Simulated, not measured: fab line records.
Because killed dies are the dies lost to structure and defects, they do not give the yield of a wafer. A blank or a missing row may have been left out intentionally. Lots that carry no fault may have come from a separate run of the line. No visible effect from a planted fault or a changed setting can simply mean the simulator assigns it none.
Which tool did it? -- flow n5 finfet -- 9 lots, 24 wafers sampled, at 7 steps of a route of 1938

WHAT THE GAUGES READ, wafer by wafer
N5_DUMMY_GATE_CD_MEAS_50 targets a cd of 14 nm.
lot,measured,on,cd nm (nm)
L785,day 3 05:38,cd sem-02,14.1 13.3 14.7
L787,day 3 18:51,cd sem-01,14.8 14.2 14.3
L793,day 5 08:11,cd sem-02,- - -
L794,day 5 15:05,cd sem-03,- - -
L796,day 6 07:59,cd sem-03,12.9 12.9
L798,day 6 15:04,cd sem-03,13.5 13.6 13.3
L799,day 6 19:49,cd sem-03,13.7 13.6
L801,day 7 06:16,cd sem-03,14.1 13.3 13.2
L807,day 8 17:42,cd sem-02,14.4 12.7

N5_BEOL_M4_RC_MEAS_101.
lot,measured,on,DIBL_N (mV/V),DIBL_P (mV/V),IOFF_N (nA/um),IOFF_P (nA/um),ION_N (uA/um),ION_P (uA/um),SS_N (mV/dec),SS_P (mV/dec),VT_N (mV),VT_P (mV)
L785,day 8 09:50,prober-02,35.1 36.0 34.3,37.0 36.9 35.4,0.16 0.15 0.14,0.24 0.23 0.20,691 666 674,474 459 464,71.2 71.7 71.2,74.0 73.6 73.3,251 253 249,-247.6 -248.0 -248.0
L787,day 8 12:47,prober-01,33.5 35.6 35.8,33.0 35.0 35.6,0.12 0.15 0.14,0.17 0.19 0.19,677 665 667,465 453 452,70.8 71.1 70.7,72.1 72.9 73.2,254 249 251,-252.8 -252.3 -250.6
L796,day 11 02:46,prober-02,37.6 35.9,40.2 36.7,0.22 0.16,0.29 0.21,682 663,468 455,72.4 72.2,73.5 73.3,249 254,-247.1 -252.4
L798,day 11 17:58,prober-01,38.0 36.4 38.3,37.7 35.8 39.0,0.16 0.13 0.18,0.23 0.19 0.26,663 664 683,456 461 469,71.7 70.7 71.3,73.1 73.1 74.0,253 257 250,-248.8 -252.7 -245.5
L799,day 11 19:59,prober-02,39.5 37.3,38.7 38.4,0.20 0.16,0.21 0.21,673 678,460 463,72.6 71.5,74.1 73.8,250 250,-253.2 -253.3
L801,day 12 03:23,prober-01,39.1 35.9 40.5,39.0 36.4 42.4,0.23 0.16 0.25,0.26 0.21 0.31,689 673 701,473 457 476,72.1 71.3 72.7,73.4 73.0 74.5,244 250 246,-245.7 -250.8 -247.9
L807,day 13 14:38,prober-01,34.0 39.7,35.0 42.6,0.15 0.27,0.20 0.35,686 712,473 485,71.6 73.2,73.2 75.6,247 242,-249.2 -245.4

WHAT TOOL EACH LOT RAN ON (gives the tool, then ch and the chambers of the sampled wafers, and finally the start)
lot,N5_STI_FIN_REVEAL_ETCH_34,N5_STI_FIN_REVEAL_OXIDATION_31,N5_DUMMY_GATE_ETCH_29,N5_DUMMY_GATE_ETCH_36,N5_DUMMY_GATE_STRIP_41
L785,"rie si-01 ch 1,2, day 2 17:45","plasma asher-01 ch 0,1, day 2 17:49","rie diel-02 ch 1,2,3, day 3 05:20","rie diel-02 ch 1,2,3, day 3 05:22","rie diel-02 ch 2,3, day 3 05:44"
L787,"rie si-05 ch 0,2,3, day 3 08:39","plasma asher-01 ch 0,1, day 3 08:43","rie diel-04 ch 0,3, day 3 18:32","rie diel-04 ch 0,3, day 3 18:35","rie diel-04 ch 0,2,3, day 3 18:57"
L793,"rie si-05 ch 1,2,3, day 4 19:20","plasma asher-02 ch 0,1, day 4 19:35","rie diel-01 ch 1,2,3, day 5 07:53","rie diel-01 ch 1,2,3, day 5 07:55","rie diel-01 ch 0,2,3, day 5 08:17"
L794,"rie si-05 ch 0,1,2, day 5 01:23","plasma asher-02 ch 0,1, day 5 01:34","rie diel-04 ch 0,1,3, day 5 14:37","rie diel-04 ch 0,1,3, day 5 14:40","rie diel-02 ch 0,1,3, day 5 15:11"
L796,"rie si-05 ch 0,1, day 5 21:22","plasma asher-01 ch 1, day 5 21:26","rie diel-04 ch 3, day 6 07:32","rie diel-04 ch 3, day 6 07:34","rie diel-02 ch 1,2, day 6 08:04"
L798,"rie si-01 ch 1,2, day 6 03:47","plasma asher-01 ch 0,1, day 6 03:52","rie diel-01 ch 1,2,3, day 6 14:44","rie diel-01 ch 1,2,3, day 6 14:47","rie diel-04 ch 1,2,3, day 6 15:14"
L799,"rie si-05 ch 0,3, day 6 07:52","plasma asher-02 ch 0, day 6 07:56","rie diel-01 ch 1,2, day 6 19:21","rie diel-01 ch 1,2, day 6 19:23","rie diel-01 ch 0,2, day 6 19:56"
L801,"rie si-03 ch 0,1, day 6 20:08","plasma asher-02 ch 0,1, day 6 20:12","rie diel-04 ch 0,2,3, day 7 05:55","rie diel-04 ch 0,2,3, day 7 05:57","rie diel-04 ch 0,1,3, day 7 06:22"
L807,"rie si-03 ch 1, day 8 07:38","plasma asher-01 ch 1, day 8 07:43","rie diel-01 ch 1,2, day 8 17:15","rie diel-01 ch 1,2, day 8 17:17","rie diel-02 ch 1,2, day 8 17:48"
- N5_STI_FIN_REVEAL_ETCH_34: etches Si in H2, material Si, target depth 0.97 nm.
- N5_STI_FIN_REVEAL_OXIDATION_31: chemistry O2 PLASMA REMOTE, time 20 s.
- N5_DUMMY_GATE_ETCH_29: etches underlayer in N2/H2, target depth 13 nm.
- N5_DUMMY_GATE_ETCH_36: etches SiARC in CF4, target depth 13 nm.
- N5_DUMMY_GATE_STRIP_41: strips in O2.

AS READ BY THE TOOLS THEMSELVES (means over the sampled wafers that have a number; for cases with no such wafer, the mark the record gives instead)
N5_STI_FIN_REVEAL_ETCH_34.
lot,tool,chamber pressure mTorr (mTorr),drypump motor current A (A),he backside leak sccm (sccm),oes product au (a.u.),throttle valve pct (%)
L785,rie si-01,4.499,5.5,2.5,1.004,25.6
L787,rie si-05,4.501,5.6,2.5,0.987,25.9
L793,rie si-05,4.497,5.6,2.8,0.997,26.1
L794,rie si-05,4.496,6.1,2.9,1.004,25.7
L796,rie si-05,4.500,6.3,2.9,1.017,25.6
L798,rie si-01,4.498,5.4,2.7,1.003,25.4
L799,rie si-05,4.502,5.6,2.3,0.994,25.9
L801,rie si-03,4.500,6.1,3.2,0.995,25.9
L807,rie si-03,4.498,6.6,3.5,0.991,25.9

N5_STI_FIN_REVEAL_OXIDATION_31.
lot,tool,drypump motor current A (A),heater power w (W)
L785,plasma asher-01,5.8,151
L787,plasma asher-01,5.9,142
L793,plasma asher-02,5.3,148
L794,plasma asher-02,5.1,145
L796,plasma asher-01,5.7,156
L798,plasma asher-01,5.8,150
L799,plasma asher-02,4.9,143
L801,plasma asher-02,5.3,149
L807,plasma asher-01,5.6,162

N5_DUMMY_GATE_ETCH_29.
lot,tool,bias w (W),chamber pressure mTorr (mTorr),drypump motor current A (A),oes product au (a.u.),rf vpp V (V),showerhead plenum p Torr (Torr),throttle valve pct (%)
L785,rie diel-02,149.7,30.007,5.9,0.74,523.5,2.49,17.93
L787,rie diel-04,149.8,30.017,6.5,0.81,523.4,2.52,17.73
L793,rie diel-01,-,-,-,-,-,-,-
L794,rie diel-04,-,-,-,-,-,-,-
L796,rie diel-04,150.1,29.965,6.7,0.82,521.3,2.44,17.57
L798,rie diel-01,149.9,29.997,6.5,0.81,524.0,2.52,17.63
L799,rie diel-01,150.1,29.979,6.6,0.84,523.8,2.53,17.77
L801,rie diel-04,150.2,30.003,6.2,0.76,522.6,2.51,17.81
L807,rie diel-01,149.9,29.990,6.6,0.82,522.7,2.52,17.77

N5_DUMMY_GATE_ETCH_36.
lot,tool,bias w (W),cf4 flow sccm (sccm),drypump motor current A (A),oes product au (a.u.),rf vpp V (V),showerhead plenum p Torr (Torr),throttle valve pct (%)
L785,rie diel-02,36.01,99.6,5.9,0.73,184.0,2.11,15.75
L787,rie diel-04,35.95,100.3,6.5,0.81,183.5,2.14,15.46
L793,rie diel-01,35.99,100.1,6.5,0.31,184.6,2.13,15.36
L794,rie diel-04,35.99,100.0,5.9,0.31,184.2,2.16,15.48
L796,rie diel-04,36.05,100.0,6.7,0.82,183.1,2.08,15.41
L798,rie diel-01,35.98,100.0,6.5,0.80,184.5,2.13,15.38
L799,rie diel-01,35.99,99.6,6.6,0.84,183.1,2.13,15.43
L801,rie diel-04,35.94,99.8,6.1,0.75,184.2,2.12,15.54
L807,rie diel-01,36.05,99.8,6.6,0.82,183.2,2.12,15.46

N5_DUMMY_GATE_STRIP_41.
lot,tool,drypump motor current A (A),oes product au (a.u.),rf vpp V (V),showerhead plenum p Torr (Torr),throttle valve pct (%)
L785,rie diel-02,6.1,0.71,4.1,2.07,16.95
L787,rie diel-04,6.2,0.79,3.4,2.08,16.55
L793,rie diel-01,6.0,0.83,3.8,2.07,16.34
L794,rie diel-02,5.7,0.72,3.6,2.11,16.82
L796,rie diel-02,5.8,0.88,3.9,2.16,16.41
L798,rie diel-04,5.8,0.83,3.6,2.08,16.59
L799,rie diel-01,5.9,0.87,3.3,2.04,16.31
L801,rie diel-04,5.9,0.81,3.6,2.12,16.64
L807,rie diel-02,5.8,0.82,3.5,2.15,16.45

THE ANSWER, worked out from the rows above alone
Rule: usual is defined by the lots themselves. The widest of any qualifying gaps counts: lots, ordered by their means at a reading, are off when they make up no more than a third of the lots, leave a main group of 4 or more, and stand apart from it by 3 or more times the standard deviation of that group's means. The tables above print the reading to a certain number of digits; a main group whose means all agree to those digits is not used. A lot without any number at a reading at which 4 lots or more have one is off too. Where the step has rows for the other lots, those lots are counted as sound. First the gauges in route order, then the tools' own readings, where a lot's mean is used as printed above. The first step at which some lot is off is used, and at that step the reading that is off furthest; a lot without a number counts as furthest.
Off: L793, L794 (N5_DUMMY_GATE_CD_MEAS_50, cd nm). Without a number there: L793, L794. Mean 13.7 nm and standard deviation 0.44 in the main group.
A tool fits if, at a process step before that reading, it ran every lot that is off, and no sound lot after the first of them. The gauges at N5_DUMMY_GATE_CD_MEAS_50 aren't tried: what is off there is off at N5_DUMMY_GATE_ETCH_29 too, on other tools, and a gauge's error can't cause that. No candidate that was tried fits.

WHAT THE SIMULATOR PUT IN
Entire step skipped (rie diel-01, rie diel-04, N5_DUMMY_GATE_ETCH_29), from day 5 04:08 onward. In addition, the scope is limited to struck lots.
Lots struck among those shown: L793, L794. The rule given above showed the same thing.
